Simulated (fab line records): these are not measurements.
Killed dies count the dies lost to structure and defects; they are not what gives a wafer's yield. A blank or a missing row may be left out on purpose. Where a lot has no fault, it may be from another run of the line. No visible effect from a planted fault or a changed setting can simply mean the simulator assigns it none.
Which tool was responsible?    flow nandHarc    Sampling: 14 lots, 42 wafers, 5 of 1302 route steps

## WHAT THE GAUGES READ, wafer by wafer
NHARC_END_SORT_01.
lot   measured      on         defectLimitedYield (%)  killedAtArray  killedAtOther  killedAtPeriphery  killedDies  killedOpen  killedShort
L641  day 26 21:11  prober-02  96 95 95                26 33 30       1 1 0          3 2 2              30 36 32    6 3 2       4 3 2
L645  day 28 20:26  prober-02  96 0 97                 21 669 17      1 4 2          2 4 1              24 677 20   0 1 2       0 5 2
L647  day 29 05:47  prober-01  90 0 91                 64 674 56      4 1 0          1 2 5              69 677 61   4 5 4       3 1 4

## EACH LOT AND THE TOOL THAT RAN IT (in order: tool; ch and the chambers of the sampled wafers; start)
lot   NHARC_A_M0_DEP_00                NHARC_A_BONDPAD_PVD_17                  NHARC_THIN_TSV_ETCH_15           NHARC_THIN_TSV_STRIP_56
L635  pecvd-03 ch 0,1,2, day 23 01:53  pvdSputter-01, day 24 05:49 or earlier  rieSi-02 ch 1,2,3, day 24 05:49  plasmaAsher-02 ch 0,1, day 24 11:23
L637  pecvd-01 ch 0,1,2, day 23 11:03  pvdSputter-02, day 24 13:04 or earlier  rieSi-01 ch 0,1,2, day 24 13:04  plasmaAsher-01 ch 0,1, day 24 18:49
L639  pecvd-01 ch 0,1,2, day 24 04:40  pvdSputter-01, day 25 06:48 or earlier  rieSi-06 ch 0,1,3, day 25 06:48  plasmaAsher-02 ch 0,1, day 25 12:26
L638  pecvd-04 ch 0,1,2, day 24 05:23  pvdSputter-02, day 25 07:52 or earlier  rieSi-01 ch 0,1,3, day 25 07:52  plasmaAsher-01 ch 0,1, day 25 13:29
L640  pecvd-03 ch 0,1,2, day 24 22:26  pvdSputter-03, day 26 01:49 or earlier  rieSi-02 ch 0,1,2, day 26 01:49  plasmaAsher-01 ch 0,1, day 26 07:47
L641  pecvd-03 ch 0,1, day 25 04:01    pvdSputter-02, day 26 06:01 or earlier  rieSi-02 ch 1,3, day 26 06:01    plasmaAsher-02 ch 0,1, day 26 12:01
L643  pecvd-03 ch 0,1,2, day 26 03:22  pvdSputter-01, day 27 03:50 or earlier  rieSi-01 ch 0,2,3, day 27 03:50  plasmaAsher-01 ch 0,1, day 27 09:31
L645  pecvd-03 ch 0,1,2, day 27 02:59  pvdSputter-02, day 28 05:36 or earlier  rieSi-06 ch 3, day 28 05:36      plasmaAsher-01 ch 0,1, day 28 11:16
L647  pecvd-03 ch 0,1,2, day 27 14:02  pvdSputter-03, day 28 15:20 or earlier  rieSi-02 ch 0,3, day 28 15:20    plasmaAsher-01 ch 0, day 28 21:26
L654  pecvd-03 ch 0,1,2, day 30 22:02  pvdSputter-02, day 32 03:29 or earlier  rieSi-01 ch 0,1,3, day 32 03:29  plasmaAsher-02 ch 0,1, day 32 09:30
L656  pecvd-01 ch 0,1,2, day 31 10:33  pvdSputter-03, day 32 12:22 or earlier  rieSi-02 ch 0,1,2, day 32 12:22  plasmaAsher-01 ch 0,1, day 32 17:59
L657  pecvd-01 ch 0,1,2, day 31 11:37  pvdSputter-03, day 32 13:34 or earlier  rieSi-06 ch 1,2,3, day 32 13:34  plasmaAsher-02 ch 0,1, day 32 19:18
L655  pecvd-04 ch 0,1, day 31 19:52    pvdSputter-01, day 32 21:35 or earlier  rieSi-02 ch 1,3, day 32 21:35    plasmaAsher-01 ch 0, day 33 03:23
L658  pecvd-04 ch 0,2, day 31 23:19    pvdSputter-03, day 32 22:46 or earlier  rieSi-06 ch 0,1,2, day 32 22:46  plasmaAsher-01 ch 0,1, day 33 04:35
- NHARC_A_M0_DEP_00: deposits SiOC, target thk 150 nm.
- NHARC_A_BONDPAD_PVD_17: deposits TaN, target thk 5 nm, time 8.06 s.
- NHARC_THIN_TSV_ETCH_15: target depth 3000 nm, bosch target overetch cycles 2, bosch etch step 2.8 s.
- NHARC_THIN_TSV_STRIP_56: strips in O2.

## WHAT THE TOOLS THEMSELVES READ (means of the sampled wafers that have a number; where no wafer has one, the mark that the record gives instead)
NHARC_A_BONDPAD_PVD_17.
lot   tool           biasV (V)  throttleValvePct (%)
L635  pvdSputter-01  166.1      29.5
L637  pvdSputter-02  169.2      31.0
L639  pvdSputter-01  171.0      29.6
L638  pvdSputter-02  168.4      31.4
L640  pvdSputter-03  166.0      30.0
L641  pvdSputter-02  167.6      30.5
L643  pvdSputter-01  168.3      29.9
L645  pvdSputter-02  166.5      30.1
L647  pvdSputter-03  170.8      30.7
L654  pvdSputter-02  169.6      30.3
L656  pvdSputter-03  170.2      30.2
L657  pvdSputter-03  168.6      30.5
L655  pvdSputter-01  169.3      30.1
L658  pvdSputter-03  169.1      30.3

NHARC_THIN_TSV_ETCH_15.
lot   tool      drypumpMotorCurrentA (A)
L635  rieSi-02  5.63
L637  rieSi-01  5.69
L639  rieSi-06  5.80
L638  rieSi-01  5.55
L640  rieSi-02  5.74
L641  rieSi-02  5.60
L643  rieSi-01  5.42
L645  rieSi-06  6.00
L647  rieSi-02  5.83
L654  rieSi-01  5.53
L656  rieSi-02  5.76
L657  rieSi-06  5.61
L655  rieSi-02  5.59
L658  rieSi-06  5.63

NHARC_THIN_TSV_STRIP_56.
lot   tool            drypumpMotorCurrentA (A)  heaterPowerW (W)
L635  plasmaAsher-02  5.95                      335
L637  plasmaAsher-01  6.22                      294
L639  plasmaAsher-02  5.95                      336
L638  plasmaAsher-01  6.24                      299
L640  plasmaAsher-01  6.20                      310
L641  plasmaAsher-02  5.90                      326
L643  plasmaAsher-01  6.21                      309
L645  plasmaAsher-01  6.21                      306
L647  plasmaAsher-01  6.17                      322
L654  plasmaAsher-02  5.93                      344
L656  plasmaAsher-01  6.23                      297
L657  plasmaAsher-02  5.95                      338
L655  plasmaAsher-01  6.20                      301
L658  plasmaAsher-01  6.25                      295

## THE ANSWER, worked out from the rows above alone
Rule: what is usual is taken from the lots themselves. Put in order of their means at a reading, lots are off if they are a third of the lots or fewer, leave a main group of 4 or more, and stand apart from it by a gap of 3 or more times the standard deviation of the main group's means; of several such gaps the widest counts. The tables above print the reading to a certain number of digits; a main group whose means all agree to those digits is not used. Also off: a lot with no number at a reading for which 4 or more lots have one. The other lots that the step has rows for count as sound. Order of review: gauges by route order, followed by the tools' own readings, for which a lot's mean as printed above is used. The first step at which some lot is off is used, and at that step the reading that is off furthest; a lot without a number counts as furthest.
None of the lots is off at any reading shown; this tells nothing.

## WHAT WAS PUT IN BY THE SIMULATOR
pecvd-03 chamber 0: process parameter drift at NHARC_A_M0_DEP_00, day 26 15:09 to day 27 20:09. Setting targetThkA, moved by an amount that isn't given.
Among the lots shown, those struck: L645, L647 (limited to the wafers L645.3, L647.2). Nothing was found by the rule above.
